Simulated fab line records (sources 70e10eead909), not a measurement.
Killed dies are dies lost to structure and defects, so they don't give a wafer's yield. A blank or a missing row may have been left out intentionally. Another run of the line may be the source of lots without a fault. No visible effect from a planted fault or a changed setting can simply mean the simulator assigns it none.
Chamber matching || flow nand harc || 4 sister chambers for NHARC_A_CONTACT_ETCH_110 on rie diel-03
The step etches the open film in CF4/O2, target depth 60 nm, overetch 6 nm, time 33 s. 8 wafers are shown with their chamber, then 8 later ones without.

## WAFERS PAIRED WITH THEIR CHAMBERS
{"wafer": "L770.2", "chamber": 1, "drypump motor current A (A)": 5.8, "rf vpp V (V)": 197.9}
{"wafer": "L771.1", "chamber": 0, "drypump motor current A (A)": 6.0, "rf vpp V (V)": 195.7}
{"wafer": "L769.3", "chamber": 0, "drypump motor current A (A)": 5.9, "rf vpp V (V)": 197.0}
{"wafer": "L769.4", "chamber": 3, "drypump motor current A (A)": 5.7, "rf vpp V (V)": 196.7}
{"wafer": "L773.3", "chamber": 2, "drypump motor current A (A)": 6.0, "rf vpp V (V)": 197.2}
{"wafer": "L773.5", "chamber": 3, "drypump motor current A (A)": 5.7, "rf vpp V (V)": 195.1}
{"wafer": "L773.6", "chamber": 2, "drypump motor current A (A)": 6.0, "rf vpp V (V)": 199.2}
{"wafer": "L772.2", "chamber": 1, "drypump motor current A (A)": 5.8, "rf vpp V (V)": 198.0}

## WAFERS WITH NO CHAMBER GIVEN
{"wafer": "L772.5", "drypump motor current A (A)": 6.0, "rf vpp V (V)": 198.5}
{"wafer": "L772.6", "drypump motor current A (A)": 5.8, "rf vpp V (V)": 199.1}
{"wafer": "L785.1", "drypump motor current A (A)": 5.7, "rf vpp V (V)": 196.4}
{"wafer": "L785.2", "drypump motor current A (A)": 6.0, "rf vpp V (V)": 198.1}
{"wafer": "L785.6", "drypump motor current A (A)": 5.7, "rf vpp V (V)": 194.4}
{"wafer": "L790.3", "drypump motor current A (A)": 5.8, "rf vpp V (V)": 198.9}
{"wafer": "L790.4", "drypump motor current A (A)": 6.0, "rf vpp V (V)": 198.4}
{"wafer": "L790.6", "drypump motor current A (A)": 5.9, "rf vpp V (V)": 202.0}

## THE CHAMBER EACH PASSED THROUGH
{"wafer": "L772.5", "from the rows above": 2, "in truth": 2}
{"wafer": "L772.6", "from the rows above": 1, "in truth": 1}
{"wafer": "L785.1", "from the rows above": 3, "in truth": 3}
{"wafer": "L785.2", "from the rows above": 2, "in truth": 2}
{"wafer": "L785.6", "from the rows above": 3, "in truth": 3}
{"wafer": "L790.3", "from the rows above": 1, "in truth": 1}
{"wafer": "L790.4", "from the rows above": 2, "in truth": 2}
{"wafer": "L790.6", "from the rows above": "can't be placed: 2 or 1 or 0", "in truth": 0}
7 of 8 placed correctly. Not placeable from these rows: 1 (in 1, the candidates include the true chamber). 0 placed wrongly.
How it was worked out, from the rows above alone: a wafer's distance from a chamber is the root of the sum, over the readings, of the square of ((its reading less the chamber's mean) divided by the reading's scatter). The wafer belongs to the nearest chamber; if the next one is less than 2 further off, it can't be placed. A chamber's mean is the mean of its shown wafers. The scatter is the square root of a quotient: the sum, over the shown wafers, of each reading's squared deviation from its chamber's mean, divided by wafers minus chambers.
